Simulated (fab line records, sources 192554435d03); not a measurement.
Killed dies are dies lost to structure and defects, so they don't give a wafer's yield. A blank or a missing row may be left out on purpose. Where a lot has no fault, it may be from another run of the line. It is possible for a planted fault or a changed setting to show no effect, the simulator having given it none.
Matching of chambers / flow n5-finfet / 4 sister chambers for N5_BEOL_M14_ETCH_67 on rie-diel-01
The step etches SiARC in CF4, target depth 143 nm, time 238.3 s. 14 wafers are shown with their chamber, then 6 later ones without.

## WAFERS WITH THEIR CHAMBER
wafer=L075.1; chamber=3; drypump-motor-current-A (A)=5.8; showerhead-plenum-p-Torr (Torr)=2.20; etch-rf-on-time-s (s)=226
wafer=L075.3; chamber=0; drypump-motor-current-A (A)=5.8; showerhead-plenum-p-Torr (Torr)=2.23; etch-rf-on-time-s (s)=255
wafer=L075.4; chamber=2; drypump-motor-current-A (A)=5.1; showerhead-plenum-p-Torr (Torr)=2.06; etch-rf-on-time-s (s)=227
wafer=L081.4; chamber=3; drypump-motor-current-A (A)=5.8; showerhead-plenum-p-Torr (Torr)=2.19; etch-rf-on-time-s (s)=229
wafer=L081.5; chamber=3; drypump-motor-current-A (A)=5.8; showerhead-plenum-p-Torr (Torr)=2.19; etch-rf-on-time-s (s)=230
wafer=L081.6; chamber=2; drypump-motor-current-A (A)=5.1; showerhead-plenum-p-Torr (Torr)=2.06; etch-rf-on-time-s (s)=229
wafer=L083.2; chamber=0; drypump-motor-current-A (A)=5.8; showerhead-plenum-p-Torr (Torr)=2.22; etch-rf-on-time-s (s)=257
wafer=L083.4; chamber=2; drypump-motor-current-A (A)=5.1; showerhead-plenum-p-Torr (Torr)=2.06; etch-rf-on-time-s (s)=228
wafer=L083.6; chamber=3; drypump-motor-current-A (A)=5.8; showerhead-plenum-p-Torr (Torr)=2.19; etch-rf-on-time-s (s)=230
wafer=L086.1; chamber=2; drypump-motor-current-A (A)=5.1; showerhead-plenum-p-Torr (Torr)=2.05; etch-rf-on-time-s (s)=229
wafer=L086.3; chamber=0; drypump-motor-current-A (A)=5.8; showerhead-plenum-p-Torr (Torr)=2.22; etch-rf-on-time-s (s)=259
wafer=L086.5; chamber=1; drypump-motor-current-A (A)=6.1; showerhead-plenum-p-Torr (Torr)=2.10; etch-rf-on-time-s (s)=250
wafer=L090.1; chamber=1; drypump-motor-current-A (A)=6.1; showerhead-plenum-p-Torr (Torr)=2.09; etch-rf-on-time-s (s)=252
wafer=L090.5; chamber=3; drypump-motor-current-A (A)=5.7; showerhead-plenum-p-Torr (Torr)=2.19; etch-rf-on-time-s (s)=227

SIGNATURES (averages over the wafers above)
reading=drypump-motor-current-A; chamber 0=5.800; chamber 1=6.100; chamber 2=5.100; chamber 3=5.780; scatter within a chamber=0.0283
reading=showerhead-plenum-p-Torr; chamber 0=2.2233; chamber 1=2.0950; chamber 2=2.0575; chamber 3=2.1920; scatter within a chamber=0.00521
reading=etch-rf-on-time-s; chamber 0=257.00; chamber 1=251.00; chamber 2=228.25; chamber 3=228.40; scatter within a chamber=1.61
Rule: a wafer lies at a distance from a chamber equal to the root of the sum of squares, over the readings, of (its reading less the chamber's mean, divided by the reading's scatter). If the next closest chamber is less than 2 further off than the closest, the wafer can't be placed; otherwise it belongs to the closest. The scatter is the square root of a quotient: the sum, over the shown wafers, of each reading's squared deviation from its chamber's mean, divided by wafers minus chambers.

## WAFERS WITH NO CHAMBER GIVEN
wafer=L095.3; drypump-motor-current-A (A)=5.8; showerhead-plenum-p-Torr (Torr)=2.19; etch-rf-on-time-s (s)=226
wafer=L095.4; drypump-motor-current-A (A)=5.1; showerhead-plenum-p-Torr (Torr)=2.05; etch-rf-on-time-s (s)=233
wafer=L095.6; drypump-motor-current-A (A)=5.8; showerhead-plenum-p-Torr (Torr)=2.19; etch-rf-on-time-s (s)=224
wafer=L091.1; drypump-motor-current-A (A)=5.8; showerhead-plenum-p-Torr (Torr)=2.21; etch-rf-on-time-s (s)=259
wafer=L091.5; drypump-motor-current-A (A)=5.7; showerhead-plenum-p-Torr (Torr)=2.19; etch-rf-on-time-s (s)=224
wafer=L091.6; drypump-motor-current-A (A)=5.8; showerhead-plenum-p-Torr (Torr)=2.21; etch-rf-on-time-s (s)=261

## WHICH CHAMBER EACH WENT THROUGH
wafer=L095.3; from the rows above=3; in truth=3
wafer=L095.4; from the rows above=2; in truth=2
wafer=L095.6; from the rows above=3; in truth=3
wafer=L091.1; from the rows above=0; in truth=0
wafer=L091.5; from the rows above=3; in truth=3
wafer=L091.6; from the rows above=0; in truth=0
6 of 6 placed correctly. Number that these rows cannot place: 0. Number placed wrongly: 0.
